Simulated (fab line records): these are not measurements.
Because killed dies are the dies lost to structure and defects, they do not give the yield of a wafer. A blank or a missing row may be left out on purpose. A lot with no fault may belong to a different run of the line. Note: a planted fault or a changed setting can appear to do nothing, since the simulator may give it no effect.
Struck lot and sound lot, side by side / flow n5_finfet / 16 out of 1938 route steps
Sound: these wafers, L678.1, L678.5, L678.6. Wafers L683.1, L683.3, L683.5 were the ones struck. Last of all comes the cause.
Each step with rows lists, per side, the tool, then ch with its chambers, then its first start. Under that, the readings that differ: sound wafers / struck wafers / difference of the means / sigmas: that difference in standard deviations of wafers without a fault.
alike: a reading whose means differ by less than 2 such deviations, as well as words and numbers matching on both sides. not compared: withheld readings; readings where some wafer has no value; bounds like >300 that might hide an equal value; numbers whose values overlap and for which the record gives no deviation.
Wherever a step has rows on one side only, a row that says differs or no value, or a row with sigmas, the two part there. When numbers do not overlap yet have no deviation, they are printed without sigmas and do not part them. A reading that every wafer of one side lacks parts them only if that side has two wafers or more.

first, 9 steps without rows for these wafers: N5_BEOL_M2_COAT_05 (resist thk 30 nm); N5_BEOL_M2_EBR_07; N5_BEOL_M2_SOFTBAKE_06 (time 60 s); N5_BEOL_M2_EXPOSE_08 (exposes mask M2); N5_BEOL_M2_PEB_09 (peb time 60 s); N5_BEOL_M2_DEVELOP_10 (develop time 30 s); N5_BEOL_M2_DESCUM_16 (chemistry O2, time 7 s); N5_BEOL_M2_ETCH_74 (etches underlayer in N2/H2, target depth 6.5 nm, time 5.2 s); N5_BEOL_M2_ETCH_63 (etches SiARC in CF4, target depth 15.6 nm, time 26 s).
N5_BEOL_M2_ETCH_64: etches SOC in N2/H2, target depth 75 nm, overetch 22.5 nm, time 121.9 s.
  sound on rie_diel-01 ch 0,1, day 8 05:11; struck on rie_diel-01 ch 0,1,2, day 9 22:25
reading=rf_fwd_power_W (W); sound=834.0 837.8 833.9; struck=633.1 633.0 634.3; difference=-201.8; sigmas=-81
reading=rf_vpp_V (V); sound=524.6 525.3 525.2; struck=572.5 575.5 575.0; difference=+49.3; sigmas=+22
reading=model.SiARC_of_BEOL_M2_COAT_62.thk_nm (nm); sound=6.2 6.4 6.2; struck=7.2 6.8 7; difference=+0.7; sigmas=
  alike: drypump_motor_current_A, oes_product_au, showerhead_plenum_p_Torr, throttle_valve_pct
  not compared: rf_hours_counter_h, model.BEOL_M2.cd_offset_nm
then, 3 steps without rows for these wafers: N5_BEOL_M2_STRIP_65 (strips in N2/H2); N5_BEOL_M2_STRIP_75 (strips in N2/H2); N5_BEOL_M2_STRIP_66 (strips in CF4).
N5_BEOL_M2_HM_OPEN_17: chemistry Cl2/BCl3, target TiN, target depth 20 nm, overetch 6 nm.
  sound on rie_metal-01 ch 0,1, day 8 05:22; struck on rie_metal-01 ch 0,1, day 9 22:35
reading=oes_product_au (a.u.); sound=0.52 0.51 0.79; struck=0.78 0.84 0.85; difference=+0.22; sigmas=+2
  alike: drypump_motor_current_A, throttle_valve_pct
  not compared: rf_hours_counter_h, model.BEOL_M2.cd_offset_nm
then, 1 step without rows for these wafers: N5_BEOL_M2_STRIP_19 (strips in O2).
N5_BEOL_M4_RC_MEAS_101:
  sound on prober-02 ch 0, day 9 14:11; struck on prober-02 ch 0, day 11 11:08
  alike: DIBL_N, DIBL_P, IOFF_N, IOFF_P, ION_N, ION_P, SS_N, SS_P, VT_N, VT_P

== WHERE THEY PART ==
Earliest at N5_BEOL_M2_ETCH_64; latest, in this record, at N5_BEOL_M2_HM_OPEN_17. Later steps at which nothing parts them and some readings are alike: N5_BEOL_M4_RC_MEAS_101.

WHY: the cause the simulator had injected
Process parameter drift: rie_diel-01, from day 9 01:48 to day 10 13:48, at N5_BEOL_M2_ETCH_64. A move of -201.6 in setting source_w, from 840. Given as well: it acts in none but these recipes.
